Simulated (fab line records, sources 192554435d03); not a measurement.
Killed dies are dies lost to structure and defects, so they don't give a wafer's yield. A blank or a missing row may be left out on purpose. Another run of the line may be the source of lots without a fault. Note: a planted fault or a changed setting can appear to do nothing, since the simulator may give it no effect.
Problem report, 8D (eight disciplines) form, completed by code / flow n5-finfet / the parts of the form that need people (team, actions taken, sign-off) are left out

1. WHAT WENT WRONG
VT_N_LONG at N5_BEOL_M4_RC_MEAS_101 reads a mean of 284.4 mV on 3 wafers of 2 lots; wafers without a fault read 274.5 mV with a standard deviation of 1.9. Measured from the usual mean, that is +5.2 standard deviations.
The first sign was on wafer L947.3 at day 9 08:28, on prober-01. Wafers with a number at this step in the record: 12, from 4 lots. By rule, "out" or "out of limits" means more than 4 standard deviations away from the usual mean. The other wafers with a number count as sound.

2. WHAT IT IS, AND WHAT IT ISN'T
question=which readings at this step | is=VT_N_LONG | is not=IOFF_N, ION_N, SS_N
question=which lots | is=L947, L950 | is not=L956, L960
question=which wafers of those lots | is=L947.3, L950.2, L950.3 | is not=L947.4, L947.6, L950.4
question=read on which gauges | is=prober-01 | is not=-
question=when | is=from day 9 08:28 | is not=up to then (2 sound wafers); but 7 sound wafers of L950, L956, L960 came after

3. WHAT RULES OUT EACH SUSPECT
Counting: a tool at a process step up to the reading stays a suspect if it ran every lot that is out. Sound lots after the first of them don't rule it out here, since some wafers of a struck lot are sound.
- the gauge at N5_BEOL_M4_RC_MEAS_101: kept. All the wafers that are out were read on prober-01, and no step on other tools shows them out.
- ald-metal-02 at N5_HKMG_FIN_ALD_91 (deposits TiN, target thk 1 nm, pulse time 1 s, purge time 3 s): kept. It ran every lot that is out, first L947 (day 6 03:50).
Left after counting: ald-metal-02 at N5_HKMG_FIN_ALD_91, prober-01 at N5_BEOL_M4_RC_MEAS_101.

4. THE CAUSE (what the simulator had put in)
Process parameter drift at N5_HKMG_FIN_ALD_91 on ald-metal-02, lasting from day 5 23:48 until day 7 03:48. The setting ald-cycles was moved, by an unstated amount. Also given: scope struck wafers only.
2 suspects survive the count, and this tool is in that group.

5. THE EFFECT CHAIN, in route order
Each row: a reading whose mean over the struck wafers that have a number lies more than 3 standard deviations from the usual. Scope: only readings with a usual standard deviation given in the record; hours: median across lots of the time from each lot's start at the first step in this table that gives one to its start at this step; sigmas: change in usual standard deviations.
hours=0; step=N5_BEOL_M4_RC_MEAS_101; reading=IOFF_N_LONG; usual=5.63e-05 nA/um; on struck wafers=4.48e-05; change=-1.15e-05; sigmas=-4.4
hours=0; step=N5_BEOL_M4_RC_MEAS_101; reading=VT_N_LONG; usual=274.5 mV; on struck wafers=284.4; change=+9.9; sigmas=+5.2
hours=106; step=N5_PASSIVATION_PROBE_49; reading=killed-at-other; usual=4; on struck wafers=14; change=+10; sigmas=+3.2
The process steps in it:
- N5_PASSIVATION_PROBE_49

6. HOW IT WOULD HAVE BEEN CAUGHT EARLIER
Counted from the fault's start at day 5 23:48, it took 81 hours until the first out-of-limits reading at a measuring or inspecting step in this record, taken at day 9 08:28.
Tool readings at N5_HKMG_FIN_ALD_91 with a usual standard deviation given in the record: none out on any struck wafer, hence no alarm at a limit of 4 standard deviations on them.
By day 9 08:28, every lot that is out (2) had started N5_HKMG_FIN_ALD_91 on ald-metal-02. Tool hold at that time: it would have spared none of them.
